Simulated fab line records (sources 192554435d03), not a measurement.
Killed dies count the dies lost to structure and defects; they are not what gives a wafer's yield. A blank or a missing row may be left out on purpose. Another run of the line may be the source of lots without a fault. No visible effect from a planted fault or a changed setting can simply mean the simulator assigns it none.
Which tool did it? | flow n5_finfet | 33 wafers from 11 lots sampled at 3 of the route's 1938 steps

== WHAT THE GAUGES READ, wafer by wafer ==
N5_PASSIVATION_OVL_MEAS_66. Usual: for PASS_OPEN_OVL the level is 1 nm and the standard deviation is 4.8.
lot  | measured     | on         | PASS_OPEN_OVL (nm) | flag
L508 | day 13 03:16 | overlay-01 | 0 3 6              |
L510 | day 13 16:56 | overlay-01 | 8 -6 5             |
L512 | day 14 07:01 | overlay-01 | 10 2 -3            |
L515 | day 14 21:23 | overlay-02 | 4 1 4              |
L516 | day 14 17:02 | overlay-01 | 0 3 9              |
L517 | day 15 03:27 | overlay-02 | 0 0 3              |
L519 | day 15 21:45 | overlay-02 | -4 -12 1           |
L527 | day 17 09:20 | overlay-01 | -1 0 0             |
L528 | day 17 14:47 | overlay-02 | -3 -1 -1           |
L529 | day 17 20:08 | overlay-02 | 4 2 6              |
L531 | day 19 02:30 | overlay-02 | -2 -5 -5           |

== TOOL THAT RAN EACH LOT (tool first, then ch and the chambers of the sampled wafers, then the start) ==
lot  | N5_ILD0_CMP_03               | N5_PASSIVATION_PRE_CLEAN_19
L508 | cmp-01 ch 2,3, day 3 12:22   | pvd_sputter-03, day 13 00:32
L510 | cmp-03 ch 0,3, day 4 01:58   | pvd_sputter-03, day 13 14:34
L512 | cmp-01 ch 0,1,2, day 4 17:43 | pvd_sputter-03, day 14 03:54
L515 | cmp-01 ch 0,2, day 5 19:18   | pvd_sputter-01, day 14 18:28
L516 | cmp-04 ch 1,3, day 5 20:51   | pvd_sputter-03, day 14 14:32
L517 | cmp-03 ch 0,2,3, day 5 23:39 | pvd_sputter-03, day 15 00:40
L519 | cmp-01 ch 0,1,2, day 6 15:14 | pvd_sputter-02, day 15 19:02
L527 | cmp-04 ch 0,1,2, day 8 08:41 | pvd_sputter-02, day 17 06:34
L528 | cmp-03 ch 1,2, day 8 14:31   | pvd_sputter-03, day 17 11:49
L529 | cmp-03 ch 2,3, day 8 20:07   | pvd_sputter-03, day 17 17:19
L531 | cmp-01 ch 0,2,3, day 9 10:56 | pvd_sputter-01, day 19 00:00
- N5_ILD0_CMP_03: polishes, stops on SiNx, t overpolish 1.9 s, target thk 197.38 nm.
- N5_PASSIVATION_PRE_CLEAN_19

== AS READ BY THE TOOLS THEMSELVES (means over the sampled wafers that have a number; for cases with no such wafer, the mark the record gives instead) ==
N5_ILD0_CMP_03. Usual: motor_current_A 12.8 A, standard deviation 1.2; overpolish_run_s 1.899 s, standard deviation 0.0089; slurry_flow_ml_min 150.0, standard deviation 0.48; time_to_endpoint_s 67 s, standard deviation 3.8.
lot  | tool   | motor_current_A (A) | overpolish_run_s (s) | slurry_flow_ml_min | time_to_endpoint_s (s) | flag
L508 | cmp-01 | 12.5                | 1.907                | 149.6              | 64                     |
L510 | cmp-03 | 14.1                | 1.903                | 150.4              | 64                     |
L512 | cmp-01 | 12.6                | 1.901                | 150.3              | 71                     |
L515 | cmp-01 | 12.3                | 1.889                | 150.2              | 71                     |
L516 | cmp-04 | 13.2                | 1.891                | 149.9              | 64                     |
L517 | cmp-03 | 13.1                | 1.906                | 149.8              | 64                     |
L519 | cmp-01 | 13.0                | 1.906                | 150.4              | 66                     |
L527 | cmp-04 | 13.2                | 1.899                | 150.3              | 68                     |
L528 | cmp-03 | 12.5                | 1.899                | 149.6              | 67                     |
L529 | cmp-03 | 12.2                | 1.907                | 150.5              | 65                     |
L531 | cmp-01 | 11.8                | 1.909                | 150.2              | 69                     |

N5_PASSIVATION_PRE_CLEAN_19. Usual: 470 W for heater_power_w, sd 30.
lot  | tool           | heater_power_w (W) | flag
L508 | pvd_sputter-03 | 453                |
L510 | pvd_sputter-03 | 458                |
L512 | pvd_sputter-03 | 470                |
L515 | pvd_sputter-01 | 485                |
L516 | pvd_sputter-03 | 469                |
L517 | pvd_sputter-03 | 484                |
L519 | pvd_sputter-02 | 480                |
L527 | pvd_sputter-02 | 465                |
L528 | pvd_sputter-03 | 471                |
L529 | pvd_sputter-03 | 468                |
L531 | pvd_sputter-01 | 453                |

== THE ANSWER, worked out from the rows above alone ==
Rule: a lot is off if the mean of its wafers that have a number lies more than 3 standard deviations from the usual mean. A lot without any number at a reading at which 4 lots or more have one is off too. All remaining lots with rows at the step are treated as sound. After the gauges, taken in route order, come the tools' own readings; for these a lot's mean is taken, as printed above. The first step at which some lot is off is used, and at that step the reading that is off furthest; a lot without a number counts as furthest.
No lot is off at any reading shown: from this, nothing can be told.

== WHAT THE SIMULATOR HAD INSERTED ==
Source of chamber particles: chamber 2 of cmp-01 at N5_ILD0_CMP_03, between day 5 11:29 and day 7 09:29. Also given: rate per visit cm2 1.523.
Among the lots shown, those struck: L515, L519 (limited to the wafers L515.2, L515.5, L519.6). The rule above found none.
